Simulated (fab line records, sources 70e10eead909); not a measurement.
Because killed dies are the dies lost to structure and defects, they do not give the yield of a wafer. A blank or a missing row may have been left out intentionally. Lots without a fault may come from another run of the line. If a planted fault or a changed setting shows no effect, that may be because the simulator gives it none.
Chamber matching :: flow nand-harc :: NHARC_P_CONTACT_STRIP_28 on rie-diel-10 has 4 sister chambers
The step strips in O2. 4 wafers are shown with their chamber, then 12 later ones without.

## WAFERS, EACH WITH ITS CHAMBER
wafer: L090.2
chamber: 1
showerhead-plenum-p-Torr (Torr): 3.50

wafer: L090.3
chamber: 2
showerhead-plenum-p-Torr (Torr): 3.52

wafer: L090.5
chamber: 0
showerhead-plenum-p-Torr (Torr): 3.39

wafer: L090.6
chamber: 3
showerhead-plenum-p-Torr (Torr): 3.34

## WAFERS MISSING THEIR CHAMBER
wafer: L092.2
showerhead-plenum-p-Torr (Torr): 3.50

wafer: L092.4
showerhead-plenum-p-Torr (Torr): 3.39

wafer: L092.6
showerhead-plenum-p-Torr (Torr): 3.52

wafer: L095.1
showerhead-plenum-p-Torr (Torr): 3.39

wafer: L095.4
showerhead-plenum-p-Torr (Torr): 3.52

wafer: L095.5
showerhead-plenum-p-Torr (Torr): 3.50

wafer: L096.1
showerhead-plenum-p-Torr (Torr): 3.34

wafer: L096.5
showerhead-plenum-p-Torr (Torr): 3.34

wafer: L096.6
showerhead-plenum-p-Torr (Torr): 3.52

wafer: L097.1
showerhead-plenum-p-Torr (Torr): 3.49

wafer: L097.2
showerhead-plenum-p-Torr (Torr): 3.39

wafer: L097.6
showerhead-plenum-p-Torr (Torr): 3.50

## EACH ONE'S CHAMBER
wafer: L092.2
from the rows above: 1
in truth: 1

wafer: L092.4
from the rows above: 0
in truth: 0

wafer: L092.6
from the rows above: 2
in truth: 2

wafer: L095.1
from the rows above: 0
in truth: 0

wafer: L095.4
from the rows above: 2
in truth: 2

wafer: L095.5
from the rows above: 1
in truth: 1

wafer: L096.1
from the rows above: 3
in truth: 3

wafer: L096.5
from the rows above: 3
in truth: 3

wafer: L096.6
from the rows above: 2
in truth: 2

wafer: L097.1
from the rows above: 1
in truth: 1

wafer: L097.2
from the rows above: 0
in truth: 0

wafer: L097.6
from the rows above: 1
in truth: 1
Correctly placed: 12 of 12. Left unplaced by these rows: 0. Placed wrongly: 0.
How it was worked out, from the rows above alone: a wafer's distance from a chamber is the root of the sum, over the readings, of the square of ((its reading less the chamber's mean) divided by the reading's scatter). If the next closest chamber is less than 2 further off than the closest, the wafer can't be placed; otherwise it belongs to the closest. For every chamber, the mean is computed from those of its wafers that are shown. The scatter: root of mean squared gap, hidden wafer to nearest shown wafer, with one shown wafer a chamber.
